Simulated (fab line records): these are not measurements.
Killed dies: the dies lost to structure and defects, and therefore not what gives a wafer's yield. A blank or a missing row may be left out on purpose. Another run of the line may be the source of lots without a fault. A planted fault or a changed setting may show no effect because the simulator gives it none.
Comparing a struck lot with a sound one ; flow n5-finfet ; 16 steps out of a route of 1938
Sound: wafers L274.1, L274.3, L274.6. Struck: wafers L284.1, L284.2, L284.3. The cause is named last.
Each step with rows lists, per side, the tool, then ch with its chambers, then its first start. Under that, the readings that differ: sound wafers ; struck wafers ; difference of the means ; sigmas: that difference in standard deviations of wafers without a fault.
alike: words and numbers the same on both sides, and readings whose means are apart by under 2 such deviations; not compared: readings that were withheld, readings missing a value for some wafer, numbers with overlapping values and no deviation given by the record, and bounds like >300 which may hide the same value.
The two part at a step that has a row with sigmas, a row that says differs or no value, or rows on one side only. Numbers that have no deviation but don't overlap get no sigmas and don't part them. A reading that every wafer of one side lacks parts them only if that side has two wafers or more.

first, 5 steps without rows for these wafers: N5_BEOL_M0_CUTY_EBR_52; N5_BEOL_M0_CUTY_SOFTBAKE_53 (time 60 s); N5_BEOL_M0_CUTY_EXPOSE_54 (exposes mask M0 ABLK); N5_BEOL_M0_CUTY_PEB_55 (peb time 60 s); N5_BEOL_M0_CUTY_DEVELOP_56 (develop time 30 s).
N5_BEOL_M0_CUTY_CD_MEAS_57: the cd target is 200 nm.
  sound on cd-sem-02 ch 0, day 6 00:53; struck on cd-sem-01 ch 0, day 8 15:48
  alike: cd-nm
N5_BEOL_M0_CUTY_OVL_MEAS_58:
  sound on overlay-01 ch 0, day 6 00:55; struck on overlay-01 ch 0, day 8 15:50
  alike: M0_ABLK_OVL
N5_BEOL_M0_CUTY_INSPECT_59: inspects for defects (macro).
  sound on defect-inspect-01 at day 6 00:56; struck on defect-inspect-02 at day 8 15:52
  alike: raw-defect-count
N5_BEOL_M0_CUTY_DESCUM_61: chemistry O2, time 7.9 s.
  sound on rie-diel-05 ch 1,2,3, day 6 01:10; struck on rie-diel-04 ch 0,1,3, day 8 15:53
  alike: drypump-motor-current-A, oes-product-au, rf-vpp-V, showerhead-plenum-p-Torr, temp-c, throttle-valve-pct
  not compared: rf-hours-counter-h
N5_BEOL_M0_CUTY_ETCH_62: etches SiARC in CF4, time 58.5 s.
  sound on rie-diel-05 ch 1,2,3, day 6 01:12; struck on rie-diel-04 ch 0,1,3, day 8 15:56
  alike: bias-w, cf4-flow-sccm, drypump-motor-current-A, etch-rf-on-time-s, oes-product-au, rf-vpp-V, showerhead-plenum-p-Torr, throttle-valve-pct
  not compared: rf-hours-counter-h
N5_BEOL_M0_CUTY_ETCH_63: etches SOC in N2/H2, target depth 82.7 nm, overetch 16.5 nm, time 124 s.
  sound on rie-diel-05 ch 1,2,3, day 6 01:14; struck on rie-diel-04 ch 0,1,3, day 8 15:58
  alike: bias-w, drypump-motor-current-A, oes-product-au, rf-vpp-V, showerhead-plenum-p-Torr, temp-c, throttle-valve-pct
  not compared: rf-hours-counter-h
then, 1 step without rows for these wafers: N5_BEOL_M0_CUTY_STRIP_64 (strips in N2/H2).
N5_BEOL_M0_ETCH_138: etches SiCN in CH3F/O2, target depth 12 nm, time 31.6 s.
  sound on rie-diel-05 ch 1,2,3, day 6 01:22; struck on rie-diel-04 ch 0,1,3, day 8 16:06
reading;sound;struck;difference;sigmas
bias-w (W);74.96 75.44 74.91;82.00 81.97 82.23;+6.96;+35
rf-vpp-V (V);297.3 297.8 294.6;313.6 315.2 314.9;+18.0;+11
  alike: CH3F_flow_sccm, drypump-motor-current-A, etch-rf-on-time-s, oes-product-au, showerhead-plenum-p-Torr, throttle-valve-pct
  not compared: rf-hours-counter-h
N5_BEOL_M0_HM_OPEN_105: chemistry Cl2/BCl3, target TiN, target depth 12 nm.
  sound on rie-metal-03 ch 0,1, day 6 01:33; struck on rie-metal-02 ch 0,1, day 8 16:19
  alike: drypump-motor-current-A, oes-product-au, throttle-valve-pct
  not compared: rf-hours-counter-h
-- the record jumps here: 3 days lie between the struck wafers' starts before and after (it left off in module BEOL_M0 and takes up again in module BEOL_M4, whose first step shown is number 1111 of the route) --
N5_BEOL_M4_RC_MEAS_101:
  sound on prober-02 ch 0, day 9 10:29; struck on prober-01 ch 0, day 11 14:29
  alike: DIBL_N, DIBL_P, IOFF_N, IOFF_P, ION_N, ION_P, SS_N, SS_P, VT_N, VT_P
-- the record jumps here: 5 days lie between the struck wafers' starts before and after (it left off in module BEOL_M4 and takes up again in module PASSIVATION, whose first step shown is number 1936 of the route) --
N5_PASSIVATION_PROBE_49:
  sound on prober-02 at day 13 23:44; struck on prober-02 at day 16 16:45
  alike: defect-limited-yield, killed_at_M0_to_M3, killed_at_M4_up, killed-at-contacts, killed-at-front-end, killed-at-other, killed-dies, killed-on-rim, killed-open, killed-short, sort_bin_5_function, sort_bin_6_memory, sort-n-pass, sort-yield-pct

== WHERE THEY PART ==
Within this record, at N5_BEOL_M0_ETCH_138 only. Later steps at which nothing parts them and some readings are alike: N5_BEOL_M0_HM_OPEN_105, N5_BEOL_M4_RC_MEAS_101, N5_PASSIVATION_PROBE_49.

WHY: whatever the simulator had introduced
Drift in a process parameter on rie-diel-04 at N5_BEOL_M0_ETCH_138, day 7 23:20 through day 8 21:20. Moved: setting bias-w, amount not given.
